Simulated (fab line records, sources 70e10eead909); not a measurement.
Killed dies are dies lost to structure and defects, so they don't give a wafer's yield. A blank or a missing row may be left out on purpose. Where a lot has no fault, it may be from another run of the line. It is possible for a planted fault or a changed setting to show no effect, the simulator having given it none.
fab line records	flow nand-harc
record: lots: 6	wafers: 18	last-day: 33
route steps=1302 shown A_M0@1166 A_M1@1169 END@1302
lots that met no fault: from a run of the same line without faults
start-h: the number of hours between the record's first day and the start of the first shown wafer of the lot	wait-h: time in hours since the lot's previous step	" unchanged from the row above	L1.1+2: several wafers, shown together as one row	- no value, or no start given	* or withheld: withheld	< > ~ a bound
route shown NAME@n: NAME is a module with steps in the file, n the number in the route of the first one	usual: mean/standard deviation of fault-free wafers	same: alike in all rows	chamber/n: place in a boat	sites: each site's reading	_std_site: standard deviation of those values	_edge_site: the outer-site mean with the inner-site mean subtracted	radius-mm: for every site, how far away it sits from the centre of the wafer	mask NAME#n: copy n	behind: tool/chamber where the wafer was last shaped	hold: cause of the lot's hold/its duration in hours/its outcome	device: the transistor (n, p or np) that didn't switch	end of line: the tests these same wafers got at the end of their route	step lacking rows: just its recipe	killed: dies that structure and defects cost at the first sort, which is not the same as the wafer's yield	map: a wafer's dies, x killed, . not, _ none there
set.NAME: the setting the step ran with; set.NAME@STEP: the setting that earlier step ran with	model.NAME: the simulator's own value behind a step, which no gauge read
lots seen at some steps along the route; tables by step, rows by wafer
services: from which hour (start-h, from the record's first day; less than 0 if before it) a tool's chamber was out of use, for how many hours, and why
== steps ==
step: NHARC_A_M0_INSPECT_27
usual: raw-defect-count: 493/87
lot.wafer	tool	chamber	start-h	wait-h	raw-defect-count
L590.2	defect-inspect-02	-	522.06	0.0	496
L590.3	"	-	"	"	608
L590.4	"	-	"	"	544
L591.1	defect-inspect-01	-	537.93	0.0	449
L591.5	"	-	"	"	539
L591.6	"	-	"	"	516
L604.1	defect-inspect-02	-	678.50	0.0	358
L604.2	"	-	"	"	438
L604.6	"	-	"	"	426
L606.2	defect-inspect-02	-	688.65	0.0	472
L606.5	"	-	"	"	436
L606.6	"	-	"	"	446
L603.1	defect-inspect-02	-	694.43	0.0	447
L603.4	"	-	"	"	484
L603.6	"	-	"	"	479
L612.2	defect-inspect-01	-	755.99	0.0	392
L612.3	"	-	"	"	507
L612.6	"	-	"	"	408
step: NHARC_A_M0_PRE_CLEAN_31
recipe: time-s: 12	temp-c: 370	rf-power-w: 300	gas: NH3
usual: heater-power-outer-w: 353/60	heater-power-w: 611/98	susceptor-temp-C: 370.06/0.22
same: time-s: 12
lot.wafer	tool	chamber	start-h	wait-h	heater-power-outer-w	heater-power-w	susceptor-temp-C
L590.2	pecvd-01	2	522.14	0.1	249	449	370.03
L590.3	"	0	"	"	435	767	369.64
L590.4	"	0	"	"	436	750	369.68
L591.1	pecvd-03	1	538.02	0.1	372	627	370.03
L591.5	"	2	"	"	338	647	370.31
L591.6	"	1	"	"	383	637	370.30
L604.2	pecvd-02	0	678.57	0.1	320	537	370.06
L604.1	"	1	"	"	453	705	370.08
L604.6	"	1	"	"	457	711	369.92
L606.2	pecvd-01	1	688.72	0.1	352	642	370.21
L606.5	"	2	"	"	262	475	369.77
L606.6	"	0	"	"	409	745	370.33
L603.1	pecvd-02	2	694.50	0.1	426	662	370.38
L603.6	"	2	"	"	424	671	370.05
L603.4	"	1	"	"	429	698	370.12
L612.2	pecvd-03	1	756.06	0.1	324	602	370.04
L612.3	"	1	"	"	328	582	370.35
L612.6	"	2	"	"	361	682	370.34
step: NHARC_A_M0_DEP_32
recipe: target-thk-a: 300	temp-c: 370	target-thk-nm: 30	pressure-torr: 3	flow-sccm: 200	rf-w: 450	material: SiCN
usual: heater-power-outer-w: 311/64	heater-power-w: 558/100	showerhead-vpp-V: 1281/51	susceptor-temp-C: 369.99/0.21
lot.wafer	tool	chamber	start-h	wait-h	heater-power-outer-w	heater-power-w	showerhead-vpp-V	susceptor-temp-C
L590.2	pecvd-01	2	522.25	0.1	164	331	1308	370.10
L590.3	"	0	"	"	429	743	1333	370.41
L590.4	"	0	"	"	426	802	1327	370.13
L591.1	pecvd-03	1	538.16	0.1	271	502	1299	369.82
L591.5	"	2	"	"	322	639	1230	369.70
L591.6	"	1	"	"	269	495	1310	369.91
L604.2	pecvd-02	0	678.65	0.1	293	466	1354	369.53
L604.1	"	1	"	"	447	716	1180	369.92
L604.6	"	1	"	"	451	731	1188	369.80
L606.2	pecvd-01	1	688.80	0.1	331	598	1265	370.11
L606.5	"	2	"	"	249	459	1311	370.05
L606.6	"	0	"	"	376	695	1354	370.09
L603.1	pecvd-02	2	694.57	0.1	366	613	1259	370.41
L603.6	"	2	"	"	370	615	1285	370.45
L603.4	"	1	"	"	437	697	1189	369.83
L612.2	pecvd-03	1	756.18	0.1	292	535	1307	369.55
L612.3	"	1	"	"	286	548	1312	370.00
L612.6	"	2	"	"	305	594	1229	370.19
step: NHARC_A_M1_DEP_00
recipe: target-thk-a: 1825	target-thk-nm: 182.5	temp-c: withheld	pressure-torr: 5	flow-sccm: 200	rf-w: 600	material: SiOC
step: NHARC_A_M1_DEHYDRATE_01
recipe: temp-c: 150	time-s: 120
step: NHARC_A_M1_HMDS_02
recipe: time-s: 30
step: NHARC_A_M1_COAT_34
recipe: temp-c: 200	time-s: 65
step: NHARC_A_M1_COAT_03
recipe: spin-rpm: 1500	resist-thk-nm: 90
step: NHARC_A_M1_SOFTBAKE_04
recipe: temp-c: 105	time-s: 55
step: NHARC_A_M1_EBR_05
step: NHARC_A_M1_EXPOSE_06
recipe: na: 1.35	target-cd-nm: 120	dose-mj: 75.13	mask-id: A_M1
step: NHARC_A_M1_PEB_07
recipe: peb-temp-c: 100	peb-time-s: 65
usual: heater-power-total-W: 156.6/0.41
lot.wafer	tool	chamber	start-h	wait-h	heater-power-total-W
L590.2	litho-track-01	0	523.37	0.1	156.9
L590.3	"	0	"	"	157.1
L590.4	"	0	"	"	156.5
L591.1	litho-track-01	0	539.11	0.1	156.8
L591.5	"	0	"	"	156.2
L591.6	"	0	"	"	156.9
L604.1	litho-track-01	0	679.82	0.1	157.1
L604.2	"	0	"	"	156.3
L604.6	"	0	"	"	177.6
L606.2	litho-track-01	0	689.97	0.1	156.3
L606.5	"	0	"	"	177.5
L606.6	"	0	"	"	176.3
L603.1	litho-track-04	0	695.72	0.1	156.4
L603.4	"	0	"	"	157.1
L603.6	"	0	"	"	155.9
L612.2	litho-track-04	0	757.36	0.1	157.1
L612.3	"	0	"	"	157.1
L612.6	"	0	"	"	157.0
step: NHARC_A_M1_DEVELOP_08
recipe: develop-time-s: 35	dev-temp-c: 23
step: NHARC_A_M1_CD_MEAS_09
recipe: target-cd-nm: 120	landing-energy-ev: 500
usual: cd-nm: 120.5/0.63
lot.wafer	tool	chamber	start-h	wait-h	cd-nm
L590.2	cd-sem-03	0	523.45	-	120.7
L590.3	"	0	"	"	121.9
L590.4	"	0	"	"	121.1
L591.1	cd-sem-03	0	539.19	-	120.7
L591.5	"	0	"	"	121.0
L591.6	"	0	"	"	119.9
L604.1	cd-sem-02	0	679.90	-	120.8
L604.2	"	0	"	"	120.9
L604.6	"	0	"	"	112.5
L606.2	cd-sem-03	0	690.06	-	120.6
L606.5	"	0	"	"	112.5
L606.6	"	0	"	"	113.4
L603.1	cd-sem-02	0	695.80	-	120.2
L603.4	"	0	"	"	120.4
L603.6	"	0	"	"	120.2
L612.2	cd-sem-02	0	757.44	-	120.9
L612.3	"	0	"	"	121.1
L612.6	"	0	"	"	121.0
step: NHARC_A_M1_OVL_MEAS_10
recipe: pitch-nm: 240
usual: overlay-x-nm: -0.1/0.77	overlay-y-nm: -0.3/0.86
lot.wafer	tool	chamber	start-h	wait-h	overlay-x-nm	overlay-y-nm
L590.2	overlay-02	-	523.54	-	-0.2	-0.6
L590.3	"	-	"	"	-0.4	-0.3
L590.4	"	-	"	"	-0.2	-0.5
L591.1	overlay-01	-	539.28	-	-0.1	0.4
L591.5	"	-	"	"	0.1	0.7
L591.6	"	-	"	"	-0.4	0.8
L604.1	overlay-01	-	679.98	-	2.0	-1.2
L604.2	"	-	"	"	1.6	-1.0
L604.6	"	-	"	"	1.3	-0.9
L606.2	overlay-02	-	690.14	-	-0.8	0.3
L606.5	"	-	"	"	0.0	0.0
L606.6	"	-	"	"	-0.2	0.8
L603.1	overlay-02	-	695.89	-	-0.1	0.6
L603.4	"	-	"	"	0.0	0.8
L603.6	"	-	"	"	0.2	0.4
L612.2	overlay-02	-	757.52	-	-0.2	-1.1
L612.3	"	-	"	"	-0.1	-0.8
L612.6	"	-	"	"	-0.4	-0.8
step: NHARC_A_M1_INSPECT_11
usual: raw-defect-count: 88/25
lot.wafer	tool	chamber	start-h	wait-h	raw-defect-count
L590.2	defect-inspect-02	-	523.57	0.0	75
L590.3	"	-	"	"	81
L590.4	"	-	"	"	71
L591.1	defect-inspect-02	-	539.31	0.0	90
L591.5	"	-	"	"	111
L591.6	"	-	"	"	113
L604.1	defect-inspect-01	-	680.02	0.0	69
L604.2	"	-	"	"	65
L604.6	"	-	"	"	67
L606.2	defect-inspect-02	-	690.18	0.0	70
L606.5	"	-	"	"	68
L606.6	"	-	"	"	62
L603.1	defect-inspect-02	-	695.93	0.0	108
L603.4	"	-	"	"	84
L603.6	"	-	"	"	100
L612.2	defect-inspect-01	-	757.59	0.1	75
L612.3	"	-	"	"	82
L612.6	"	-	"	"	61
step: NHARC_A_M1_DESCUM_14
recipe: time-s: 3	o2-flow-sccm: 200	ar-flow-sccm: 0	bias-power-w: 0	chemistry: O2
usual: drypump-motor-current-A: 5.9/0.38	oes-product-au: 0.999/0.0085	rf-vpp-V: 57.8/0.92	showerhead-plenum-p-Torr: 1.91/0.074	throttle-valve-pct: 11.311/0.0091
same: time-s: 3
lot.wafer	tool	chamber	start-h	wait-h	drypump-motor-current-A	oes-product-au	rf-hours-counter-h	rf-vpp-V	showerhead-plenum-p-Torr	throttle-valve-pct	model.A_M1.cd-nm
L590.4	rie-diel-12	3	523.63	0.1	5.3	0.991	2.1	57.4	1.88	11.330	121.1
L590.3	"	0	"	"	6.2	0.991	1.9	59.2	2.02	11.311	122.8
L590.2	"	2	"	"	5.7	0.997	2.1	58.7	1.96	11.302	121.2
L591.1	rie-diel-03	2	539.37	0.1	6.3	0.988	3.0	59.0	1.91	11.306	121.4
L591.6	"	2	"	"	6.3	1.001	-	59.2	1.91	11.322	120.4
L591.5	"	3	"	"	5.7	1.001	-	56.3	1.79	11.307	121
L604.2	rie-diel-03	3	680.09	0.1	5.7	1.018	2.1	57.3	1.78	11.324	119.3
L604.1	"	0	"	"	5.3	1.014	1.9	57.1	1.86	11.312	120.8
L604.6	"	3	"	"	5.7	1.017	-	58.7	1.78	11.301	112.4
L606.2	rie-diel-03	3	690.25	0.1	5.7	1.019	2.4	57.0	1.78	11.307	120.4
L606.5	"	1	"	"	5.9	1.006	-	57.1	1.93	11.318	113
L606.6	"	2	"	"	6.3	1.006	-	57.2	1.91	11.323	114.2
L603.1	rie-diel-12	1	695.99	0.1	6.4	1.000	1.8	58.7	2.05	11.294	119.5
L603.6	"	1	"	"	6.3	0.991	-	58.2	2.05	11.319	119.9
L603.4	"	0	"	"	6.2	0.995	-	58.6	2.01	11.318	121.4
L612.3	rie-diel-12	2	757.65	0.1	5.7	0.991	3.0	58.4	1.96	11.307	121.7
L612.2	"	3	"	"	5.3	0.992	2.1	57.0	1.88	11.318	120.4
L612.6	"	2	"	"	5.7	1.008	-	57.6	1.96	11.308	121.6
step: NHARC_A_M1_ETCH_35
recipe: target-depth-a: 400	overetch-a: 120	time-s: 43.94	ion-energy-ev: 200	n2-flow-sccm: 150	h2-flow-sccm: 150	ar-flow-sccm: 0	rf-w: 400	bias-w: 150	chemistry: N2/H2
usual: drypump-motor-current-A: 5.9/0.39	oes-product-au: 1.000/0.0086	rf-vpp-V: 430.5/2.4	showerhead-plenum-p-Torr: 2.04/0.081	throttle-valve-pct: 14.170/0.0091
same: time-s: 43.94
lot.wafer	tool	chamber	start-h	wait-h	drypump-motor-current-A	oes-product-au	rf-hours-counter-h	rf-vpp-V	showerhead-plenum-p-Torr	throttle-valve-pct
L590.4	rie-diel-12	2	523.72	0.1	5.7	0.995	2.2	432.0	2.09	14.174
L590.2	"	3	"	"	5.3	0.995	2.1	429.3	2.01	14.161
L590.3	"	1	"	"	6.3	0.992	1.9	434.2	2.19	14.165
L591.1	rie-diel-03	3	539.48	0.1	5.7	1.008	3.3	427.4	1.90	14.171
L591.6	"	0	"	"	5.3	1.005	-	427.9	1.98	14.176
L591.5	"	1	"	"	5.8	1.009	-	430.3	2.06	14.175
L604.2	rie-diel-03	1	680.17	0.1	5.8	1.004	1.9	432.2	2.06	14.165
L604.1	"	0	"	"	5.4	1.017	1.9	429.6	1.98	14.177
L604.6	"	1	"	"	5.8	1.013	-	432.0	2.06	14.178
L606.2	rie-diel-03	2	690.33	0.1	6.3	1.008	2.3	430.6	2.03	14.170
L606.6	"	0	"	"	5.3	1.008	-	427.3	1.98	14.181
L606.5	"	1	"	"	5.8	0.992	-	431.9	2.06	14.183
L603.1	rie-diel-12	2	696.10	0.1	5.7	1.003	1.8	431.6	2.09	14.167
L603.6	"	1	"	"	6.3	0.996	-	434.5	2.19	14.159
L603.4	"	0	"	"	6.2	1.012	-	432.2	2.15	14.181
L612.3	rie-diel-12	3	757.75	0.1	5.3	0.994	2.1	429.7	2.01	14.178
L612.2	"	2	"	"	5.7	0.992	3.0	432.7	2.09	14.179
L612.6	"	0	"	"	6.2	0.992	-	434.4	2.15	14.188
step: NHARC_A_M1_ETCH_15
recipe: target-depth-a: 1825	time-s: 91.2	c4f8-flow-sccm: withheld	ar-flow-sccm: 400	rf-w: 600	bias-w: 300	chemistry: C4F8/Ar
usual: oes-product-au: 0.951/0.024	rf-vpp-V: 440.8/2.3
same: time-s: 91.2
lot.wafer	tool	chamber	start-h	wait-h	oes-product-au	rf-hours-counter-h	rf-vpp-V
L590.3	rie-diel-12	2	-	-	0.916	2.2	443.6
L590.4	"	3	"	"	0.923	2.1	439.5
L590.2	"	0	"	"	0.922	1.9	443.2
L591.1	rie-diel-03	2	-	-	0.964	3.1	439.7
L591.5	"	0	"	"	0.980	-	439.2
L591.6	"	1	"	"	0.984	-	441.7
L604.1	rie-diel-03	1	-	-	0.982	1.9	441.3
L604.2	"	2	"	"	0.964	2.2	440.1
L604.6	"	2	"	"	0.965	-	440.6
L606.2	rie-diel-03	1	-	-	0.946	2.1	440.8
L606.6	"	0	"	"	0.976	-	439.7
L606.5	"	1	"	"	0.954	-	441.9
L603.1	rie-diel-12	2	-	-	0.925	1.8	441.7
L603.4	"	3	"	"	0.923	1.0	438.8
L603.6	"	2	"	"	0.912	-	442.4
L612.3	rie-diel-12	0	-	-	0.926	2.9	444.5
L612.2	"	2	"	"	0.926	3.0	442.9
L612.6	"	0	"	"	0.924	-	445.2
step: NHARC_A_M1_CD_MEAS_16
usual: cd-nm: 120.6/0.84
lot.wafer	tool	chamber	start-h	wait-h	cd-nm
L590.2	cd-sem-02	-	523.94	-	121.1
L590.3	"	-	"	"	122.1
L590.4	"	-	"	"	120.7
L591.1	cd-sem-03	-	539.68	-	121.1
L591.5	"	-	"	"	120.6
L591.6	"	-	"	"	120.8
L604.1	cd-sem-01	-	680.39	-	121.4
L604.2	"	-	"	"	119.5
L604.6	"	-	"	"	112.7
L606.2	cd-sem-01	-	690.54	-	120.5
L606.5	"	-	"	"	112.9
L606.6	"	-	"	"	114.5
L603.1	cd-sem-02	-	696.32	-	119.2
L603.4	"	-	"	"	121.7
L603.6	"	-	"	"	119.4
L612.2	cd-sem-02	-	758.00	-	120.1
L612.3	"	-	"	"	122.0
L612.6	"	-	"	"	122.5
step: NHARC_A_M1_STRIP_18
recipe: power-w: 1000	n2-flow-sccm: 150	h2-flow-sccm: 150	ar-flow-sccm: 0	bias-w: 0	chemistry: N2/H2
usual: drypump-motor-current-A: 6.0/0.37	oes-product-au: 1.001/0.0077	rf-vpp-V: 90.7/0.96	showerhead-plenum-p-Torr: 2.03/0.079	throttle-valve-pct: 14.171/0.009
lot.wafer	tool	chamber	start-h	wait-h	drypump-motor-current-A	oes-product-au	rf-hours-counter-h	rf-vpp-V	showerhead-plenum-p-Torr	throttle-valve-pct
L590.2	rie-diel-03	2	524.01	0.1	6.3	0.997	2.4	90.9	2.03	14.165
L590.4	"	3	"	"	5.7	1.022	2.7	89.7	1.90	14.181
L590.3	"	1	"	"	5.8	0.993	2.7	91.9	2.06	14.175
L591.1	rie-diel-09	2	539.78	0.1	6.1	0.993	2.5	91.3	2.07	14.174
L591.6	"	1	"	"	6.2	1.005	-	92.0	2.10	14.162
L591.5	"	2	"	"	6.2	0.992	-	90.8	2.07	14.159
L604.2	rie-diel-03	0	680.51	0.1	5.3	1.006	2.0	90.9	1.98	14.168
L604.1	"	1	"	"	5.9	1.000	2.0	91.1	2.06	14.164
L604.6	"	3	"	"	5.7	1.006	-	90.1	1.90	14.150
L606.2	rie-diel-09	0	690.62	0.1	6.4	0.999	0.1	89.6	1.94	14.166
L606.5	"	0	"	"	6.3	0.992	-	89.6	1.94	14.172
L606.6	"	1	"	"	6.2	0.998	-	91.6	2.09	14.173
L603.1	rie-diel-09	2	696.40	0.1	6.1	0.988	0.8	90.4	2.07	14.162
L603.4	"	0	"	"	6.3	0.990	0.9	89.4	1.94	14.168
L603.6	"	3	"	"	6.3	1.011	-	90.3	1.96	14.166
L612.2	rie-diel-03	2	758.07	0.1	6.3	1.007	6.0	90.9	2.03	14.191
L612.3	"	0	"	"	5.3	1.003	7.1	91.3	1.98	14.163
L612.6	"	3	"	"	5.7	0.997	-	89.9	1.90	14.170
step: NHARC_A_M1_ETCH_28
recipe: target-depth-a: 300	over-etch-frac: 0.3	time-s: 72.99	ion-energy-ev: 150	cf4-flow-sccm: 50	n2-flow-sccm: 100	ar-flow-sccm: 150	rf-w: 300	bias-w: 100	chemistry: CF4/N2
usual: drypump-motor-current-A: 6.0/0.37	oes-product-au: 1.000/0.0081	rf-vpp-V: 314.1/1.9	showerhead-plenum-p-Torr: 2.62/0.093	throttle-valve-pct: 19.794/0.0087
same: over-etch-frac: 0.3	time-s: 72.99
lot.wafer	tool	chamber	start-h	wait-h	drypump-motor-current-A	oes-product-au	rf-hours-counter-h	rf-vpp-V	showerhead-plenum-p-Torr	throttle-valve-pct	model.A_M1.cd-nm
L590.2	rie-diel-03	3	-	-	5.7	1.013	2.7	311.6	2.46	19.793	121.7
L590.4	"	0	"	"	5.3	1.001	2.7	314.2	2.56	19.796	122.1
L590.3	"	1	"	"	5.8	0.993	2.8	314.0	2.65	19.803	122.1
L591.1	rie-diel-09	0	-	-	6.4	1.002	3.4	311.7	2.51	19.779	121.7
L591.5	"	2	"	"	6.2	0.991	-	315.0	2.66	19.804	122.1
L591.6	"	3	"	"	6.3	1.001	-	312.4	2.54	19.795	120.7
L604.2	rie-diel-03	3	-	-	5.7	1.008	2.3	311.3	2.46	19.791	119.7
L604.1	"	0	"	"	5.3	1.004	2.0	312.8	2.55	19.788	121.3
L604.6	"	3	"	"	5.7	1.007	-	311.1	2.46	19.775	112.7
L606.2	rie-diel-09	1	-	-	6.2	0.996	0.2	314.8	2.69	19.804	119.8
L606.5	"	0	"	"	6.4	0.984	-	311.8	2.51	19.776	113.1
L606.6	"	1	"	"	6.2	1.000	-	315.2	2.69	19.798	113.2
L603.4	rie-diel-09	1	-	-	6.2	1.003	1.0	315.5	2.69	19.804	121.2
L603.1	"	0	"	"	6.4	0.997	0.9	312.6	2.51	19.798	119.6
L603.6	"	1	"	"	6.2	1.001	-	316.0	2.69	19.808	119.4
L612.3	rie-diel-03	3	-	-	5.7	0.997	7.3	310.1	2.46	19.790	122.1
L612.2	"	0	"	"	5.3	1.013	7.1	313.5	2.55	19.790	120.5
L612.6	"	3	"	"	5.7	1.002	-	310.4	2.46	19.806	121.8
step: NHARC_A_M1_STRIP_19
recipe: time-s: 600	temp-c: 30	chemistry: post-etch-residue-remover
step: NHARC_END_SORT_01
recipe: temp-c: 25
usual: defect-limited-yield: 90.2/2.3	killed-at-array: 62/15	killed-at-other: 0.8/1	killed-at-periphery: 3.7/2.6	killed-dies: 66/15	killed-open: 3.1/1.8	killed-short: 2.6/1.7
same: gross-dies: 677
lot.wafer	tool	chamber	start-h	wait-h	defect-limited-yield[%]	killed-at-array	killed-at-other	killed-at-periphery	killed-dies	killed-open	killed-short
L604.1	prober-01	0	713.84	2.5	91.1	54	3	3	60	3	2
L604.2	prober-01	0	714.64	2.8	93.2	46	0	0	46	2	3
L604.6	prober-01	0	717.83	4.0	91.6	52	2	3	57	6	4
L606.2	prober-02	0	728.64	2.8	92.8	46	0	3	49	4	2
L606.5	prober-02	0	731.04	3.7	91.4	54	0	4	58	5	5
L606.6	prober-02	0	731.84	4.0	91.0	53	0	8	61	5	3
L603.1	prober-01	0	732.65	2.5	90.0	64	1	3	68	0	2
L603.4	prober-01	0	735.03	3.4	90.5	58	0	6	64	2	2
L603.6	prober-01	0	736.63	4.0	91.4	55	1	2	58	1	0
L612.2	prober-01	0	793.56	2.8	91.4	52	3	3	58	4	3
L612.3	prober-01	0	794.36	3.1	90.1	60	5	2	67	2	3
L612.6	prober-01	0	796.77	4.0	92.2	48	2	3	53	2	1
killed by level:class
L604.1 A_CHANNEL_HOLE_D1:chamber-film-flake=31 A_STAIRCASE:chamber-film-flake=7 A_SLIT:chamber-film-flake=4 A_CONTACT:chamber-film-flake=3 A_BLC:chamber-film-flake=3 THIN_TSV:chamber-film-flake=3 P_M0:geometric-particle:open=1 A_ONON_D1:geometric-particle:short=1
L604.2 A_CHANNEL_HOLE_D1:chamber-film-flake=23 A_SLIT:chamber-film-flake=4 A_STAIRCASE:chamber-film-flake=4 A_CONTACT:chamber-film-flake=3 A_BLC:chamber-film-flake=3 A_CHANNEL_FILL_D2:chamber-film-flake=2 A_CHANNEL_FILL_D1:geometric-particle:open=1 A_CHANNEL_HOLE_D2:geometric-particle:short=1
L604.6 A_CHANNEL_HOLE_D1:chamber-film-flake=32 A_CONTACT:chamber-film-flake=3 A_CHANNEL_FILL_D2:geometric-particle:short=2 A_BLC:geometric-particle:open=2 P_GATE:chamber-film-flake=2 A_ZERO_WELL:chamber-film-flake=2 A_STAIRCASE:chamber-film-flake=2 A_SLIT:chamber-film-flake=2
L606.2 A_CHANNEL_HOLE_D1:chamber-film-flake=27 A_CONTACT:chamber-film-flake=5 A_M1:chamber-film-flake=3 A_ZERO_WELL:chamber-film-flake=2 A_SLIT:chamber-film-flake=2 A_STAIRCASE:chamber-film-flake=2 P_CONTACT:geometric-particle:open=1 P_M0:geometric-particle:short=1
L606.5 A_CHANNEL_HOLE_D1:chamber-film-flake=29 A_CONTACT:chamber-film-flake=8 A_ZERO_WELL:chamber-film-flake=4 A_WL_FILL:geometric-particle:short=2 A_STAIRCASE:chamber-film-flake=2 A_WL_FILL:chamber-film-flake=2 P_GATE:geometric-particle:open=1 P_CONTACT:geometric-particle:short=1
L606.6 A_CHANNEL_HOLE_D1:chamber-film-flake=26 A_SLIT:chamber-film-flake=8 A_STAIRCASE:chamber-film-flake=4 A_CONTACT:chamber-film-flake=3 P_CONTACT:geometric-particle:open=2 P_M0:geometric-particle:open=2 A_WL_FILL:geometric-particle:short=2 P_CONTACT:chamber-film-flake=2
L603.1 A_SLIT:chamber-film-flake=20 A_CHANNEL_HOLE_D2:chamber-film-flake=16 A_CHANNEL_HOLE_D1:chamber-film-flake=10 A_STAIRCASE:chamber-film-flake=7 A_CONTACT:chamber-film-flake=5 P_BONDPAD:chamber-film-flake=2 A_CHANNEL_FILL_D2:chamber-film-flake=2 A_CHANNEL_FILL_D2:geometric-particle:short=1
L603.4 A_SLIT:chamber-film-flake=23 A_CHANNEL_HOLE_D2:chamber-film-flake=19 A_CHANNEL_HOLE_D1:chamber-film-flake=7 P_BONDPAD:chamber-film-flake=4 A_CONTACT:chamber-film-flake=4 A_STAIRCASE:chamber-film-flake=2 P_GATE:geometric-particle:short=1 P_GATE:geometric-particle:open=1
L603.6 A_SLIT:chamber-film-flake=25 A_CHANNEL_HOLE_D2:chamber-film-flake=16 A_CHANNEL_HOLE_D1:chamber-film-flake=7 A_CONTACT:chamber-film-flake=5 P_GATE:geometric-particle:open=1 P_BONDPAD:chamber-film-flake=1 A_DECK1_JOINT:chamber-film-flake=1 A_STAIRCASE:chamber-film-flake=1
L612.2 A_SLIT:chamber-film-flake=33 A_CONTACT:chamber-film-flake=8 A_DECK1_JOINT:chamber-film-flake=4 THIN_TSV:chamber-film-flake=3 P_CONTACT:geometric-particle:open=2 A_CHANNEL_FILL_D1:geometric-particle:open=2 A_STAIRCASE:chamber-film-flake=2 P_M2:geometric-particle:short=1
L612.3 A_SLIT:chamber-film-flake=39 A_CONTACT:chamber-film-flake=12 THIN_TSV:chamber-film-flake=5 A_STAIRCASE:chamber-film-flake=2 P_M1:geometric-particle:open=1 A_ONON_D1:geometric-particle:short=1 A_ONON_D2:geometric-particle:short=1 A_CHANNEL_HOLE_D2:geometric-particle:open=1
L612.6 A_SLIT:chamber-film-flake=32 A_CONTACT:chamber-film-flake=8 A_CHANNEL_HOLE_D2:chamber-film-flake=3 P_STI:chamber-film-flake=2 THIN_TSV:chamber-film-flake=2 A_ONON_D1:geometric-particle:open=1 A_ONON_D1:geometric-particle:short=1 A_M0:geometric-particle:open=1
== services ==
tool	chamber	start-h	hours	kind
rie-diel-03	2	503.65	16.3	repair
litho-track-01	-	505.00	7.0	pm
pecvd-02	0	510.27	3.6	repair
pecvd-03	-	510.30	13.2	repair
rie-diel-09	0	519.39	1.6	repair
rie-diel-12	3	546.12	16.8	repair
pecvd-03	-	547.56	13.0	pm
pecvd-02	1	559.37	4.9	repair
pecvd-02	-	572.78	1.7	repair
rie-diel-03	0	586.87	1.5	repair
pecvd-02	-	590.01	13.0	pm
rie-diel-09	2	598.68	2.5	repair
rie-diel-12	2	614.06	7.4	repair
rie-diel-12	-	622.44	9.0	pm
rie-diel-03	0	626.34	4.5	repair
rie-diel-09	0	628.69	6.9	repair
rie-diel-03	-	635.30	9.0	pm
rie-diel-09	-	674.11	9.0	pm
rie-diel-03	2	684.99	1.5	repair
rie-diel-12	0	685.09	4.9	repair
rie-diel-03	-	697.52	0.7	repair
rie-diel-09	0	699.05	5.2	repair
rie-diel-03	2	750.20	1.4	repair
rie-diel-12	1	755.48	20.4	repair
== key ==
first-sign: step: NHARC_A_M1_PEB_07	reading: heater-power-total-W	direction: up	sigmas: 50	usual: *	struck: *
effect: step: NHARC_A_M1_CD_MEAS_09	reading: cd-nm	direction: down	sigmas: 12	usual: 120.5	struck: 112.8
effect: step: NHARC_A_M1_CD_MEAS_16	reading: cd-nm	direction: down	sigmas: 8.7	usual: 120.6	struck: 113.4
model-effect: step: NHARC_A_M1_DESCUM_14	value: A_M1.cd-nm	without: 121.2	struck: 113.2
model-effect: step: NHARC_A_M1_ETCH_28	value: A_M1.cd-nm	without: 121	struck: 113
met-at NHARC_A_M1_PEB_07
struck-wafers L604.6,L606.5,L606.6
onset-between 539.11 679.82
fault: kind: process-parameter-drift	tool: litho-track-01	chamber: -	onset-h: 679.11	steps: NHARC_A_M1_PEB_07	channel: peb-time-s	offset: *	shape: step	end-h: 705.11	scope: struck-wafers-only	acts-in: *	stated: *
